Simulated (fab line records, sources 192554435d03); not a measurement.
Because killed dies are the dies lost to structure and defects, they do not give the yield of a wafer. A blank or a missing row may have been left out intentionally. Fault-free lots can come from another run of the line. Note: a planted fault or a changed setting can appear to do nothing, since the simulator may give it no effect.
Which tool is to blame? / flow n5 finfet / at 1 step of a route of 1938, 12 lots with 36 wafers sampled

## WHAT EACH GAUGE READ, for each wafer
N5_BEOL_M9_CD_MEAS_28: the cd target is 70 nm.
lot=L075; measured=day 10 06:26; on=cd sem-01; cd nm (nm)=70.35 69.56 69.94
lot=L077; measured=day 10 15:31; on=cd sem-01; cd nm (nm)=69.90 70.42 69.90
lot=L079; measured=day 11 08:36; on=cd sem-03; cd nm (nm)=69.74 70.12 70.27
lot=L080; measured=day 12 17:21; on=cd sem-01; cd nm (nm)=69.80 70.29 70.51
lot=L082; measured=day 13 05:26; on=cd sem-01; cd nm (nm)=70.23 70.34 70.32
lot=L086; measured=day 13 18:44; on=cd sem-03; cd nm (nm)=69.99 70.43 70.47
lot=L084; measured=day 14 00:06; on=cd sem-01; cd nm (nm)=70.44 70.63 70.23
lot=L088; measured=day 14 21:01; on=cd sem-03; cd nm (nm)=70.00 69.92 69.92
lot=L094; measured=day 15 03:16; on=cd sem-02; cd nm (nm)=70.73 70.38 70.09
lot=L096; measured=day 15 20:38; on=cd sem-03; cd nm (nm)=70.22 70.16 69.95
lot=L092; measured=day 15 22:49; on=cd sem-01; cd nm (nm)=69.90 69.81 69.83
lot=L097; measured=day 16 12:29; on=cd sem-03; cd nm (nm)=69.65 70.27 70.18

## EACH LOT AND THE TOOL THAT RAN IT (in order: tool; ch and the chambers of the sampled wafers; start)
There is no process step in the record ahead of these readings.

## THE ANSWER, worked out from the rows above alone
Rule: the usual values come from the lots themselves. Put in order of their means at a reading, lots are off if they are a third of the lots or fewer, leave a main group of 4 or more, and stand apart from it by a gap of 3 or more times the standard deviation of the main group's means; of several such gaps the widest counts. The tables above print the reading to a certain number of digits; a main group whose means all agree to those digits is not used. Also off: a lot with no number at a reading for which 4 or more lots have one. Where the step has rows for the other lots, those lots are counted as sound.
Nothing can be told from this: no lot is off at any reading shown.

## WHAT THE SIMULATOR PUT IN
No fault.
